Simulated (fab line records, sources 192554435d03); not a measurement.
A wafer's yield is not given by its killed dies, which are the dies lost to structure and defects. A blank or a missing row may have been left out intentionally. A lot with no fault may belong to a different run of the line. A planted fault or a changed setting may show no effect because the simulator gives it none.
A lot that was struck, set against a sound lot -- flow n5 finfet -- 16 steps out of a route of 1938
Sound: the wafers L871.1, L871.2, L871.6. Struck: wafer L883.4; the same lot's L883.3 was not struck, so it is left out; see the end for the cause.
Per side, at each step with rows, come the tool, then ch with its chambers, and then its first start. Under that, the readings that differ: sound wafers -- struck wafers -- difference of the means -- sigmas: that difference in standard deviations of wafers without a fault.
alike: words and numbers the same on both sides, and readings whose means are apart by under 2 such deviations; not compared: readings that were withheld, readings missing a value for some wafer, numbers with overlapping values and no deviation given by the record, and bounds like >300 which may hide the same value.
A row with sigmas, a row that says differs or no value, or rows on one side alone: a step with any of these is where the two part. When numbers do not overlap yet have no deviation, they are printed without sigmas and do not part them. A reading that every wafer of one side lacks parts them only if that side has two wafers or more.

N5_FIN_SAQP_ETCH_65: etches SiO2 in CF4, target depth 4 nm, time 4.4 s.
  sound on rie si-05 ch 0,1,2, day 2 07:23; struck on rie si-05 ch 2, day 5 06:14
  alike: drypump motor current A, oes product au, throttle valve pct
  not compared: rf hours counter h
then, 3 steps without rows for these wafers: N5_FIN_SAQP_MANDREL_ETCH_58 (etches a-Si in HBr/Cl2, stops on SiNx, target depth 45 nm, bt time 10 s, time 27 s); N5_FIN_SAQP_RECESS_63 (chemistry HF/NH3, target SiO2, target depth 18 nm, afs cycles 3, sublimation time 60 s); N5_FIN_SAQP_COAT_68 (time 60 s, resist thk 100 nm).
N5_FIN_SAQP_ETCH_69: etches SOC in N2/H2, stops on SiNx, target depth 150 nm.
  sound on rie diel-05 ch 1,2,3, day 2 07:58; struck on rie diel-03 ch 2, day 5 06:48
  alike: drypump motor current A, h2 flow sccm, oes product au, rf vpp V, showerhead plenum p Torr, throttle valve pct
  not compared: rf hours counter h
then, 2 steps without rows for these wafers: N5_FIN_SAQP_ETCH_67 (etches SiNx in CH3F/O2, target depth 30 nm); N5_FIN_SAQP_STRIP_70 (strips in N2/H2).
N5_FIN_SAQP_RECESS_71: chemistry HF/NH3, target SiO2, target depth 3 nm, afs cycles 1, sublimation time 60 s.
  sound on vapor etch-01 ch 0,1, day 2 08:08; struck on vapor etch-01 ch 1, day 5 07:00
  alike: drypump motor current A
N5_FIN_SAQP_SPACER2_ALD_28: deposits SiO2, target thk 8.1 nm, pulse time 1 s, purge time 2 s.
  sound on ald sin-03 ch 0,1, day 2 08:16; struck on ald sin-03 ch 1, day 5 07:06
  alike: heater power outer w, heater power w, precursor pulse height rel
  not compared: since wet clean h
N5_FIN_SAQP_SPACER2_ETCHBACK_29: etches SiO2 in CHF3/O2, target depth 12.2 nm, time 6.1 s.
  sound on rie diel-05 ch 0,1,3, day 2 08:36; struck on rie diel-03 ch 2, day 5 07:26
  alike: O2_flow_sccm, drypump motor current A, oes product au, rf vpp V, showerhead plenum p Torr, throttle valve pct
  not compared: rf hours counter h
then, 1 step without rows for these wafers: N5_FIN_SAQP_MANDREL2_REMOVE_60 (chemistry HBr/Cl2/O2, target a-Si, stops on SiNx, bt time 10 s).
N5_FIN_SAQP_CD_MEAS_31: target cd 8 nm.
  sound on cd sem-01 ch 0, day 2 08:48; struck on cd sem-02 ch 0, day 5 07:38
  alike: cd nm
N5_FIN_SAQP_HM_OPEN_33: chemistry CH3F/O2, target SiNx, target depth 49.4 nm, time 70.6 s.
  sound on rie diel-03 ch 0,1, day 2 08:53; struck on rie diel-01 ch 0, day 5 07:40
reading,sound,struck,difference,sigmas
etch rf on time s (s),66.2 68.0 67.5,44.5,-22.7,-12
oes product au (a.u.),0.62 0.60 0.61,0.81,+0.20,+4
  alike: O2_flow_sccm, drypump motor current A, rf vpp V, showerhead plenum p Torr, throttle valve pct
  not compared: rf hours counter h
then, 1 step without rows for these wafers: N5_FIN_SAQP_ETCH_34 (etches SiO2 in C4F6/O2, target depth 45 nm, time 15 s).
-- record jumps: 6 days separate the struck wafers' starts on either side; left off in module FIN_SAQP, taken up again in module BEOL_M4, whose first shown step is the route's number 1111 --
N5_BEOL_M4_RC_MEAS_101:
  sound on prober-02 ch 0, day 8 02:00; struck on prober-02 ch 0, day 11 11:12
  alike: DIBL_N, DIBL_P, IOFF_N, IOFF_P, ION_N, ION_P, SS_N, SS_P, VT_N, VT_P
N5_PASSIVATION_PROBE_49:
  sound wafers here have rows in the record (prober-02, day 12 21:20); struck ones have none

## WHERE THEY PART
Earliest at N5_FIN_SAQP_HM_OPEN_33; latest, in this record, at N5_PASSIVATION_PROBE_49.

WHY: what had been put in by the simulator
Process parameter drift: rie diel-01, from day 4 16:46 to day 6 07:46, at N5_FIN_SAQP_HM_OPEN_33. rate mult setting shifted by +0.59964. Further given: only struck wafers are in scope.
